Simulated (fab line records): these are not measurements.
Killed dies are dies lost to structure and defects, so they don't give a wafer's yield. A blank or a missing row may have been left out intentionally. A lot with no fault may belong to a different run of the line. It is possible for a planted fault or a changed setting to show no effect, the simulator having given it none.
Matching of chambers -- flow n5 finfet -- cmp-01 running N5_GATE_CUT_CMP_02: 4 sister chambers
The step polishes, stops on SiO2, t overpolish 12.7 s, target thk 0 nm. 8 wafers are shown with their chamber, then 12 later ones without.

== WAFERS WITH THEIR CHAMBER ==
wafer,chamber,motor current A (A),time to endpoint s (s)
L081.6,2,9.9,23.3
L083.5,1,10.3,26.9
L085.6,0,8.8,26.7
L089.1,1,10.2,24.9
L089.5,0,9.1,25.9
L091.2,3,9.6,29.2
L091.4,2,10.7,26.4
L091.5,3,9.7,26.6

== WAFERS WITH NO CHAMBER GIVEN ==
wafer,motor current A (A),time to endpoint s (s)
L093.1,9.1,28.2
L093.3,10.2,27.8
L093.6,9.0,29.4
L094.2,10.6,26.1
L094.3,9.9,25.0
L094.5,10.0,25.6
L097.1,10.1,24.9
L097.2,10.8,23.9
L097.3,9.5,23.1
L097.4,9.9,23.9
L097.5,9.9,21.5
L097.6,10.0,25.2

== EACH ONE'S CHAMBER ==
wafer,from the rows above,in truth
L093.1,can't be placed: 0 or 3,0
L093.3,can't be placed: 1 or 3 or 2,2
L093.6,can't be placed: 0 or 3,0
L094.2,can't be placed: 1 or 2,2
L094.3,can't be placed: 1 or 2 or 3 or 0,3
L094.5,can't be placed: 1 or 2 or 3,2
L097.1,can't be placed: 2 or 1 or 3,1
L097.2,can't be placed: 2 or 1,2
L097.3,can't be placed: 0 or 2 or 1 or 3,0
L097.4,can't be placed: 2 or 1 or 3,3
L097.5,can't be placed: 2 or 1 or 3 or 0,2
L097.6,can't be placed: 1 or 2 or 3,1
0 of 12 placed correctly. Can't be placed from these rows: 12 (the true chamber is among the candidates in 12). Number placed wrongly: 0.
How it was worked out, from the rows above alone: a wafer's distance from a chamber is the root of the sum, over the readings, of the square of ((its reading less the chamber's mean) divided by the reading's scatter). The wafer belongs to the nearest chamber; if the next one is less than 2 further off, it can't be placed. A chamber's mean is the mean of its shown wafers. The scatter: take each reading less its chamber's mean, square it, sum over the shown wafers, divide by the number of wafers less the number of chambers, and take the root.
